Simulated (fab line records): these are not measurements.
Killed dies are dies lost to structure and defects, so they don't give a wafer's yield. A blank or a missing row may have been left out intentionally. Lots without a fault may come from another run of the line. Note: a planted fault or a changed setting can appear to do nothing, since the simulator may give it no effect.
Which tool is to blame?	flow nandHarc	13 lots, 39 wafers sampled, at 5 steps of a route of 1302

WHAT EACH GAUGE READ, for each wafer
NHARC_A_CONTACT_OVL_MEAS_70. Usual: overlayXNm -0.1 nm, standard deviation 0.78; overlayYNm 0.1 nm, standard deviation 0.71.
lot	measured	on	overlayXNm (nm)	overlayYNm (nm)	flag
L180	day 22 12:01	overlay-01	-0.8 -0.6 -1.1	-0.1 0.5 -0.2	
L181	day 22 19:31	overlay-01	0.2 -0.1 0.2	1.0 1.5 0.7	
L184	day 24 07:47	overlay-02	0.3 -0.1 -0.3	0.8 1.3 0.8	
L185	day 24 16:07	overlay-01	-0.8 -0.8 -1.0	0.2 -0.4 -0.1	
L187	day 25 03:10	overlay-02	0.2 0.9 0.6	-0.2 -0.4 0.1	
L192	day 26 14:53	overlay-02	1.0 0.5 0.0	1.2 0.3 1.3	
L193	day 27 09:34	overlay-02	-0.3 -0.5 0.1	0.2 0.7 0.6	
L196	day 27 21:25	overlay-02	0.8 0.2 0.0	-0.2 -0.3 0.2	
L194	day 28 02:28	overlay-02	-0.4 -0.2 -0.1	0.7 0.7 0.6	
L197	day 30 00:59	overlay-01	-0.1 0.3 0.4	0.1 -1.0 0.0	
L199	day 30 04:28	overlay-01	0.6 0.5 0.1	0.0 0.5 0.1	
L200	day 30 13:22	overlay-02	-1.1 -0.9 -1.3	0.1 -0.2 -0.1	
L202	day 31 03:41	overlay-01	-0.8 -1.0 -1.2	0.3 -0.4 -0.7	

NHARC_END_SORT_01. Usual: killedAtArray 59, standard deviation 21; killedAtOther 1.0, standard deviation 1.1; killedAtPeriphery 4.0, standard deviation 2.6; killedDies 64, standard deviation 21; killedOpen 3.2, standard deviation 1.7; killedShort 2.5, standard deviation 1.5.
lot	measured	on	killedAtArray	killedAtOther	killedAtPeriphery	killedDies	killedOpen	killedShort	flag
L181	day 26 02:17	prober-01	673 673 668	1 2 1	3 2 8	677 677 677	2 3 2	5 2 2	OFF
L184	day 27 00:02	prober-02	668 672 676	0 0 0	9 5 1	677 677 677	4 4 1	3 3 5	OFF
L185	day 27 06:09	prober-01	676 674 673	0 1 0	1 2 4	677 677 677	5 4 1	2 0 3	OFF

TOOL THAT RAN EACH LOT (tool first, then ch and the chambers of the sampled wafers, then the start)
lot	NHARC_A_CONTACT_DEP_57	NHARC_A_CONTACT_ETCH_125	NHARC_A_CONTACT_ETCH_130
L180	aclDep-03 ch 0, day 22 08:38	harCapEtch-02 ch 0,1, day 22 13:52	harCapEtch-02 ch 0,1, day 22 14:44
L181	aclDep-03 ch 0, day 22 15:59	harCapEtch-02 ch 0,1, day 22 21:21	harCapEtch-02 ch 0,1, day 22 22:14
L184	aclDep-02 ch 0, day 24 04:14	harCapEtch-02 ch 1, day 24 09:53	harCapEtch-02 ch 1, day 24 10:46
L185	aclDep-03 ch 0, day 24 12:42	harCapEtch-01 ch 0,1, day 24 17:59	harCapEtch-01 ch 0,1, day 24 18:52
L187	aclDep-01 ch 0, day 25 00:48	harCapEtch-03 ch 0,1, day 25 05:53	harCapEtch-03 ch 0,1, day 25 07:04
L192	aclDep-01 ch 0, day 26 10:42	harCapEtch-01 ch 0,1, day 26 16:48	harCapEtch-01 ch 0,1, day 26 17:59
L193	aclDep-02 ch 0, day 27 05:41	harCapEtch-03 ch 0,1, day 27 11:23	harCapEtch-03 ch 0,1, day 27 12:16
L196	aclDep-02 ch 0, day 27 17:31	harCapEtch-03 ch 0,1, day 27 23:18	harCapEtch-03 ch 0,1, day 28 00:29
L194	aclDep-02 ch 0, day 27 22:32	harCapEtch-02 ch 0,1, day 28 04:20	harCapEtch-02 ch 0,1, day 28 05:13
L197	aclDep-02 ch 0, day 29 20:50	harCapEtch-02 ch 0,1, day 30 03:01	harCapEtch-02 ch 0,1, day 30 03:54
L199	aclDep-03 ch 0, day 30 00:32	harCapEtch-03 ch 0,1, day 30 06:20	harCapEtch-03 ch 0,1, day 30 07:13
L200	aclDep-03 ch 0, day 30 09:21	harCapEtch-02 ch 0,1, day 30 15:22	harCapEtch-02 ch 0,1, day 30 16:15
L202	aclDep-02 ch 0, day 30 23:46	harCapEtch-01 ch 0,1, day 31 05:50	harCapEtch-01 ch 0,1, day 31 06:43
- NHARC_A_CONTACT_DEP_57: deposits aC, target thk 5300 nm.
- NHARC_A_CONTACT_ETCH_125: etches the open film in C4F8/O2/Ar, time 197 s, target depth 1918 nm.
- NHARC_A_CONTACT_ETCH_130: etches the open film in C4F8/O2/Ar, time 197 s, target depth 1918 nm.

WHAT THE TOOLS THEMSELVES READ (means of the sampled wafers that have a number; where no wafer has one, the mark that the record gives instead)
NHARC_A_CONTACT_DEP_57. Usual: throttleValvePct at 34.999 %, with a standard deviation of 0.0087.
lot	tool	throttleValvePct (%)	flag
L180	aclDep-03	34.998	
L181	aclDep-03	35.003	
L184	aclDep-02	35.004	
L185	aclDep-03	35.001	
L187	aclDep-01	34.990	
L192	aclDep-01	34.998	
L193	aclDep-02	34.992	
L196	aclDep-02	35.009	
L194	aclDep-02	34.994	
L197	aclDep-02	34.994	
L199	aclDep-03	35.002	
L200	aclDep-03	34.996	
L202	aclDep-02	35.000	

NHARC_A_CONTACT_ETCH_125. Usual: chamberPressureMTorr 19.999 mTorr, standard deviation 0.017; oesAirLineAu 1.000 a.u., standard deviation 0.021.
lot	tool	chamberPressureMTorr (mTorr)	oesAirLineAu (a.u.)	flag
L180	harCapEtch-02	20.004	1.018	
L181	harCapEtch-02	-	-	OFF
L184	harCapEtch-02	-	-	OFF
L185	harCapEtch-01	-	-	OFF
L187	harCapEtch-03	19.975	0.992	
L192	harCapEtch-01	19.982	0.995	
L193	harCapEtch-03	19.995	1.006	
L196	harCapEtch-03	20.010	1.003	
L194	harCapEtch-02	20.004	0.990	
L197	harCapEtch-02	19.996	1.034	
L199	harCapEtch-03	19.999	0.994	
L200	harCapEtch-02	19.998	0.978	
L202	harCapEtch-01	19.999	0.993	

NHARC_A_CONTACT_ETCH_130. Usual: chamberPressureMTorr 19.999 mTorr, standard deviation 0.018; oesAirLineAu 0.998 a.u., standard deviation 0.019.
lot	tool	chamberPressureMTorr (mTorr)	oesAirLineAu (a.u.)	flag
L180	harCapEtch-02	19.999	0.984	
L181	harCapEtch-02	20.019	0.982	
L184	harCapEtch-02	19.987	0.991	
L185	harCapEtch-01	19.986	1.003	
L187	harCapEtch-03	20.002	1.003	
L192	harCapEtch-01	20.001	0.988	
L193	harCapEtch-03	20.002	0.990	
L196	harCapEtch-03	20.015	0.998	
L194	harCapEtch-02	19.986	1.002	
L197	harCapEtch-02	20.013	1.008	
L199	harCapEtch-03	19.995	0.991	
L200	harCapEtch-02	19.986	1.003	
L202	harCapEtch-01	20.008	1.023	

THE ANSWER, worked out from the rows above alone
Rule: a lot is off if the mean of its wafers that have a number lies more than 3 standard deviations from the usual mean. A lot without any number at a reading at which 4 lots or more have one is off too. Any other lot the step has rows for is counted as sound. First the gauges in route order, then the tools' own readings, where a lot's mean is used as printed above. The first step at which some lot is off is used, and at that step the reading that is off furthest; a lot without a number counts as furthest.
Off, at NHARC_END_SORT_01 on killedAtArray: L181, L184, L185. Neither off nor sound, because the step has no rows for them: L180, L187, L192, L193, L196, L194, L197, L199, L200, L202.
A tool fits if, at a process step before that reading, it ran every lot that is off, and no sound lot after the first of them. The gauges at NHARC_END_SORT_01 aren't tried: what is off there is off at NHARC_A_CONTACT_ETCH_125 too, on other tools, and a gauge's error can't cause that. Not one of the candidates tried fits.

WHAT THE SIMULATOR HAD INSERTED
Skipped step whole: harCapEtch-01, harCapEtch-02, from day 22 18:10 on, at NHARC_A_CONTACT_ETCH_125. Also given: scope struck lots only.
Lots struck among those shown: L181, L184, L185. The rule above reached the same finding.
